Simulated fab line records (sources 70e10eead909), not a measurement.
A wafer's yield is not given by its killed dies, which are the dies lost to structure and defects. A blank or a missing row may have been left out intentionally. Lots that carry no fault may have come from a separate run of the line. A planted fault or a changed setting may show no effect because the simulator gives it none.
Matching of chambers	flow nand_harc	pecvd-01 running NHARC_P_BONDPAD_DEP_00: 3 sister chambers
The step deposits SiCN, target thk 250 nm. 6 wafers are shown with their chamber, then 8 later ones without.

== WAFERS PAIRED WITH THEIR CHAMBERS ==
wafer	chamber	heater_power_w (W)	chamber_pressure_Torr (Torr)
L514.4	1	635	2.997
L518.6	0	631	3.001
L523.2	0	726	2.996
L523.3	2	419	3.003
L523.5	1	603	2.998
L522.4	2	393	3.000

== WAFERS WITH NO CHAMBER GIVEN ==
wafer	heater_power_w (W)	chamber_pressure_Torr (Torr)
L522.5	585	3.002
L522.6	728	3.004
L525.3	553	2.999
L525.5	562	2.994
L525.6	738	3.006
L534.1	636	3.006
L534.3	449	3.001
L534.4	638	2.996

== WHICH CHAMBER EACH WENT THROUGH ==
wafer	from the rows above	in truth
L522.5	can't be placed: 1 or 0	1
L522.6	can't be placed: 0 or 1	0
L525.3	can't be placed: 1 or 0 or 2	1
L525.5	can't be placed: 1 or 0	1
L525.6	can't be placed: 0 or 1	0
L534.1	can't be placed: 0 or 1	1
L534.3	2	2
L534.4	can't be placed: 1 or 0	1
Placed correctly: 1 of 8. From these rows, 7 cannot be placed; in 7 the true chamber is one of the candidates. Wrongly placed: 0.
How it was worked out, from the rows above alone: a wafer's distance from a chamber is the root of the sum, over the readings, of the square of ((its reading less the chamber's mean) divided by the reading's scatter). The wafer belongs to the nearest chamber; if the next one is less than 2 further off, it can't be placed. The mean given for a chamber averages the wafers shown for that chamber. The scatter is the square root of a quotient: the sum, over the shown wafers, of each reading's squared deviation from its chamber's mean, divided by wafers minus chambers.
